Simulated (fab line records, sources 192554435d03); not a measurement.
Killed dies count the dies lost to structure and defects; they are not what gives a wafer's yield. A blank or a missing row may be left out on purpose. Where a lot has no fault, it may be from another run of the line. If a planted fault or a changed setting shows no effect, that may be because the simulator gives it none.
Lot-split experiment / flow n5_finfet / on a route of 1938 steps: 7 lots, 21 wafers read

== ABOUT THE SPLIT ==
At N5_BEOL_M14_DEP_53 (deposits SiCN from 3MS/NH3, target thk 50 nm, time 17.8 s), the setting time_s was moved away from the recipe's 17.8 s on 9 of the 21 wafers read, by -13.5% to +8.0%. This setting was run at the recipe's value on the other wafers.

The reading comes from the split's own step.

== THE READING ==
SiCN_of_BEOL_M14_DEP_53.thk_nm (the simulator's own value, which no gauge read), in nm, at N5_BEOL_M14_DEP_53 (deposits SiCN from 3MS/NH3, target thk 50 nm, time 17.8 s). The file gives no usual value for it. Average 50.3 nm, standard deviation 0.93 nm, over the 12 wafers here run with the recipe.

wafer=L080.2; tool, chamber at the split=pecvd-03, 2; time_s as run, s=17.8; against the recipe=recipe; SiCN_of_BEOL_M14_DEP_53.thk_nm, nm=49.4; against lot-mates on the recipe=-
wafer=L080.3; tool, chamber at the split=pecvd-03, 1; time_s as run, s=15.4; against the recipe=-13.5%; SiCN_of_BEOL_M14_DEP_53.thk_nm, nm=42.4; against lot-mates on the recipe=-7.0
wafer=L080.4; tool, chamber at the split=pecvd-03, 1; time_s as run, s=15.4; against the recipe=-13.5%; SiCN_of_BEOL_M14_DEP_53.thk_nm, nm=43.2; against lot-mates on the recipe=-6.2
wafer=L085.3; tool, chamber at the split=pecvd-03, 2; time_s as run, s=17.8; against the recipe=recipe; SiCN_of_BEOL_M14_DEP_53.thk_nm, nm=48.8; against lot-mates on the recipe=-
wafer=L085.5; tool, chamber at the split=pecvd-03, 1; time_s as run, s=17.8; against the recipe=recipe; SiCN_of_BEOL_M14_DEP_53.thk_nm, nm=49.8; against lot-mates on the recipe=-
wafer=L085.6; tool, chamber at the split=pecvd-03, 0; time_s as run, s=17.8; against the recipe=recipe; SiCN_of_BEOL_M14_DEP_53.thk_nm, nm=50; against lot-mates on the recipe=-
wafer=L088.2; tool, chamber at the split=pecvd-01, 0; time_s as run, s=19.04; against the recipe=+7.0%; SiCN_of_BEOL_M14_DEP_53.thk_nm, nm=52.6; against lot-mates on the recipe=+0.2
wafer=L088.3; tool, chamber at the split=pecvd-01, 2; time_s as run, s=19.04; against the recipe=+7.0%; SiCN_of_BEOL_M14_DEP_53.thk_nm, nm=53.6; against lot-mates on the recipe=+1.2
wafer=L088.5; tool, chamber at the split=pecvd-01, 1; time_s as run, s=17.8; against the recipe=recipe; SiCN_of_BEOL_M14_DEP_53.thk_nm, nm=52.4; against lot-mates on the recipe=-
wafer=L089.3; tool, chamber at the split=pecvd-03, 2; time_s as run, s=18.82; against the recipe=+5.7%; SiCN_of_BEOL_M14_DEP_53.thk_nm, nm=53.4; against lot-mates on the recipe=+3.4
wafer=L089.4; tool, chamber at the split=pecvd-03, 0; time_s as run, s=17.8; against the recipe=recipe; SiCN_of_BEOL_M14_DEP_53.thk_nm, nm=49.8; against lot-mates on the recipe=-
wafer=L089.6; tool, chamber at the split=pecvd-03, 2; time_s as run, s=17.8; against the recipe=recipe; SiCN_of_BEOL_M14_DEP_53.thk_nm, nm=50.2; against lot-mates on the recipe=-
wafer=L091.2; tool, chamber at the split=pecvd-02, 0; time_s as run, s=17.8; against the recipe=recipe; SiCN_of_BEOL_M14_DEP_53.thk_nm, nm=50.2; against lot-mates on the recipe=-
wafer=L091.5; tool, chamber at the split=pecvd-02, 1; time_s as run, s=17.8; against the recipe=recipe; SiCN_of_BEOL_M14_DEP_53.thk_nm, nm=51.2; against lot-mates on the recipe=-
wafer=L091.6; tool, chamber at the split=pecvd-02, 0; time_s as run, s=17.8; against the recipe=recipe; SiCN_of_BEOL_M14_DEP_53.thk_nm, nm=51; against lot-mates on the recipe=-
wafer=L090.1; tool, chamber at the split=pecvd-02, 1; time_s as run, s=19.23; against the recipe=+8.0%; SiCN_of_BEOL_M14_DEP_53.thk_nm, nm=54.4; against lot-mates on the recipe=+3.4
wafer=L090.4; tool, chamber at the split=pecvd-02, 2; time_s as run, s=19.23; against the recipe=+8.0%; SiCN_of_BEOL_M14_DEP_53.thk_nm, nm=54.2; against lot-mates on the recipe=+3.2
wafer=L090.5; tool, chamber at the split=pecvd-02, 0; time_s as run, s=17.8; against the recipe=recipe; SiCN_of_BEOL_M14_DEP_53.thk_nm, nm=51; against lot-mates on the recipe=-
wafer=L095.1; tool, chamber at the split=pecvd-01, 2; time_s as run, s=17.8; against the recipe=recipe; SiCN_of_BEOL_M14_DEP_53.thk_nm, nm=49.6; against lot-mates on the recipe=-
wafer=L095.2; tool, chamber at the split=pecvd-01, 1; time_s as run, s=17.06; against the recipe=-4.2%; SiCN_of_BEOL_M14_DEP_53.thk_nm, nm=48; against lot-mates on the recipe=-1.6
wafer=L095.4; tool, chamber at the split=pecvd-01, 1; time_s as run, s=17.06; against the recipe=-4.2%; SiCN_of_BEOL_M14_DEP_53.thk_nm, nm=49; against lot-mates on the recipe=-0.6

FIT RESULTS
A straight line over all 21 wafers: SiCN_of_BEOL_M14_DEP_53.thk_nm changes by +0.515 nm for each +1% of time_s; r = +0.96; the points scatter about the line by 0.85 nm.
The same after taking each lot's own level away (the mean of its wafers on the recipe; 21 wafers): +0.41 nm for each +1%; r = +0.94; scatter 0.9 nm.
On that fit, the largest move of time_s shifts the reading by 5.5 nm.
Across the lots, their own levels run from 49.40 to 52.40 nm, a range of 3.2 times the standard deviation given above.
So the lot-to-lot level changes the slope: the two fits differ.
Check: -5.12 nm against its lot-mates is what the line predicts for one of the wafers moved furthest among these (-13.5%) when that wafer is left out of the fit. Against them it came out at -7 nm.

== ADDITIONAL SPLITS CARRIED BY THESE WAFERS ==
These wafers also went through other splits before the reading. Each is held against what the fit with the lots' levels taken away leaves over:
other split on the same wafers=N5_BEOL_M9_COAT_64 spin_rpm; wafers away from the commonest value=6; r with SiCN_of_BEOL_M14_DEP_53.thk_nm (lot level and that fit taken away)=-0.06
other split on the same wafers=N5_BEOL_M9_COAT_75 time_s; wafers away from the commonest value=5; r with SiCN_of_BEOL_M14_DEP_53.thk_nm (lot level and that fit taken away)=-0.07
other split on the same wafers=N5_BEOL_M10_COAT_05 spin_rpm; wafers away from the commonest value=8; r with SiCN_of_BEOL_M14_DEP_53.thk_nm (lot level and that fit taken away)=+0.12
other split on the same wafers=N5_BEOL_M10_ETCH_62 time_s; wafers away from the commonest value=2; r with SiCN_of_BEOL_M14_DEP_53.thk_nm (lot level and that fit taken away)=-0.01
other split on the same wafers=N5_BEOL_M11_DESCUM_16 time_s; wafers away from the commonest value=7; r with SiCN_of_BEOL_M14_DEP_53.thk_nm (lot level and that fit taken away)=-0.23
other split on the same wafers=N5_BEOL_M11_ETCH_62 time_s; wafers away from the commonest value=5; r with SiCN_of_BEOL_M14_DEP_53.thk_nm (lot level and that fit taken away)=-0.15
other split on the same wafers=N5_BEOL_M11_ETCH_66 time_s; wafers away from the commonest value=8; r with SiCN_of_BEOL_M14_DEP_53.thk_nm (lot level and that fit taken away)=+0.22
other split on the same wafers=N5_BEOL_M11_ETCH_41 time_s; wafers away from the commonest value=9; r with SiCN_of_BEOL_M14_DEP_53.thk_nm (lot level and that fit taken away)=+0.39
other split on the same wafers=N5_BEOL_M12_ETCH_68 time_s; wafers away from the commonest value=8; r with SiCN_of_BEOL_M14_DEP_53.thk_nm (lot level and that fit taken away)=-0.07
other split on the same wafers=N5_BEOL_M14_EXPOSE_07 dose_mj; wafers away from the commonest value=8; r with SiCN_of_BEOL_M14_DEP_53.thk_nm (lot level and that fit taken away)=-0.29
other split on the same wafers=N5_BEOL_M14_SPUTTER_43 time_s; wafers away from the commonest value=10; r with SiCN_of_BEOL_M14_DEP_53.thk_nm (lot level and that fit taken away)=+0.30

== FILE'S OWN FIT ==
SiCN_of_BEOL_M14_DEP_53.thk_nm changes by +0.419 nm for each +1% of time_s, r = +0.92.
